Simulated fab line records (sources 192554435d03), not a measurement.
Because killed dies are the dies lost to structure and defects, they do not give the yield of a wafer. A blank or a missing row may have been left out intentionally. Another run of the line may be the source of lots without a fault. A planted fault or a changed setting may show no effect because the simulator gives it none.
Matching of chambers | flow n5_finfet | N5_BEOL_M8_PECVD_70 on pecvd-04 has 3 sister chambers
The step deposits SiO2 from TEOS/O2, target thk 20 nm, time 22.7 s. 6 wafers are shown with their chamber, then 8 later ones without.

## WAFERS WITH THEIR CHAMBER
wafer  | chamber | throttle_valve_pct (%) | showerhead_plenum_p_Torr (Torr)
L084.4 | 0       | 23.5                   | 8.57
L086.3 | 2       | 20.2                   | 8.78
L086.4 | 2       | 20.0                   | 8.74
L090.4 | 0       | 23.6                   | 8.56
L090.5 | 1       | 22.5                   | 8.80
L089.1 | 1       | 22.4                   | 8.80

## WAFERS WITHOUT THEIR CHAMBER
wafer  | throttle_valve_pct (%) | showerhead_plenum_p_Torr (Torr)
L089.4 | 23.4                   | 8.54
L089.6 | 22.2                   | 8.79
L092.1 | 20.2                   | 8.77
L092.4 | 23.4                   | 8.55
L092.5 | 22.3                   | 8.79
L095.3 | 23.5                   | 8.56
L095.5 | 22.5                   | 8.78
L095.6 | 20.0                   | 8.76

## WHICH CHAMBER EACH WENT THROUGH
wafer  | from the rows above | in truth
L089.4 | 0                   | 0
L089.6 | 1                   | 1
L092.1 | 2                   | 2
L092.4 | 0                   | 0
L092.5 | 1                   | 1
L095.3 | 0                   | 0
L095.5 | 1                   | 1
L095.6 | 2                   | 2
Correct placement for 8 of the 8. Left unplaced by these rows: 0. Number placed wrongly: 0.
How it was worked out, from the rows above alone: a wafer's distance from a chamber is the root of the sum, over the readings, of the square of ((its reading less the chamber's mean) divided by the reading's scatter). If the next closest chamber is less than 2 further off than the closest, the wafer can't be placed; otherwise it belongs to the closest. The mean given for a chamber averages the wafers shown for that chamber. The scatter: the root of (the sum of the squares of (reading less its chamber's mean) over the shown wafers, divided by (wafers less chambers)).
